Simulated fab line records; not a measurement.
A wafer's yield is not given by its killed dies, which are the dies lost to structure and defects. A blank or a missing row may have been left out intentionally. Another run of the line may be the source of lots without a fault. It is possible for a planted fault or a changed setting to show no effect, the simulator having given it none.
Comparing a struck lot with a sound one / flow nandHarc / 15 out of 1159 route steps
Sound: the wafers L967.3, L967.5, L967.6. Struck: wafer L982.4 (left out: L982.2, L982.6 of the same lot, which were not struck); the cause appears at the end.
Each step with rows lists, per side, the tool, then ch with its chambers, then its first start. Under that, the readings that differ: sound wafers / struck wafers / difference of the means / sigmas: that difference in standard deviations of wafers without a fault.
alike: same words and numbers on both sides, and readings whose means sit less than 2 such deviations apart. not compared: any withheld reading, any reading some wafer has no value for, any bound like >300 that may hide the same value, and any number with overlapping values for which the record gives no deviation.
Wherever a step has rows on one side only, a row that says differs or no value, or a row with sigmas, the two part there. Numbers that have no deviation but don't overlap get no sigmas and don't part them. Lack of a reading on every wafer of one side parts them only where that side has two or more wafers.

NHARC_P_M0_OVL_MEAS_10: pitch 180 nm.
  struck on overlay-02, day 10 08:27; sound on overlay-01, day 6 14:40
  alike: overlayXNm, overlayYNm
NHARC_P_M0_INSPECT_11:
  struck on defectInspect-02, day 10 08:29; sound on defectInspect-02, day 6 14:43
  alike: rawDefectCount
NHARC_P_M0_DESCUM_14: chemistry O2, time 3 s.
  sound on rieDiel-01 ch 0,3, day 6 14:46; struck on rieDiel-13 ch 0, day 10 08:34
reading=showerheadPlenumPTorr (Torr); sound=2.04 2.04 1.93; struck=1.81; difference=-0.19; sigmas=-3
  alike: drypumpMotorCurrentA, oesProductAu, rfVppV, throttleValvePct
  not compared: rfHoursCounterH
then, 1 step without rows for these wafers: NHARC_P_M0_ETCH_34 (etches the open film in N2/H2, target depth 40 nm, overetch 12 nm, time 43.94 s).
NHARC_P_M0_ETCH_15: etches the open film in C4F8/Ar, target depth 150 nm, overetch 15 nm, time 82.5 s.
  sound: rieDiel-01 ch 0,1,2; struck: rieDiel-13 ch 2
  alike: oesProductAu, rfVppV
  not compared: rfHoursCounterH
NHARC_P_M0_CD_MEAS_16:
  struck on cdSem-02, day 10 08:51; sound on cdSem-03, day 6 15:04
  alike: cdNm
then, 2 steps without rows for these wafers: NHARC_P_M0_STRIP_18 (strips in N2/H2); NHARC_P_M0_STRIP_19 (strips in post etch residue remover, time 600 s).
NHARC_P_M0_DEGAS_28: time 60 s.
  struck on pvdSputter-01, day 10 09:28; sound on pvdSputter-01, day 6 15:43
  alike: heaterPowerW
NHARC_P_M0_PRE_CLEAN_29: time 30 s.
  sound on pvdSputter-01; struck on pvdSputter-01
  alike: heaterPowerW
NHARC_P_M0_PVD_20: deposits TaN, target thk 5 nm, time 8.06 s.
  sound on pvdSputter-01; struck on pvdSputter-01
  alike: throttleValvePct
then, 1 step without rows for these wafers: NHARC_P_M0_PVD_21 (deposits Cu, target thk 30 nm, time 20.49 s).
NHARC_P_M0_ECD_22: material Cu, target thk 400 nm.
  sound on ecdCu-02 ch 0,1, day 6 16:09; struck on ecdCu-02 ch 0, day 10 09:50
  alike: bathTempC
then, 1 step without rows for these wafers: NHARC_P_M0_ANNEAL_30 (time 90 s).
NHARC_P_M0_CMP_23: polishes, t overpolish 20 s, target thk 117.53 nm.
  sound on cmp-03 ch 1,2,3, day 6 16:52; struck on cmp-01 ch 0, day 10 10:35
reading=timeToEndpointS (s); sound=30.7 30.3 30.5; struck=9.8; difference=-20.7; sigmas=-12
  alike: edgeZonePressureFrac, motorCurrentA
  not compared: padLifeWafers

== WHERE THEY PART ==
First at NHARC_P_M0_DESCUM_14; last, within this record, at NHARC_P_M0_CMP_23.

WHY: whatever the simulator had introduced
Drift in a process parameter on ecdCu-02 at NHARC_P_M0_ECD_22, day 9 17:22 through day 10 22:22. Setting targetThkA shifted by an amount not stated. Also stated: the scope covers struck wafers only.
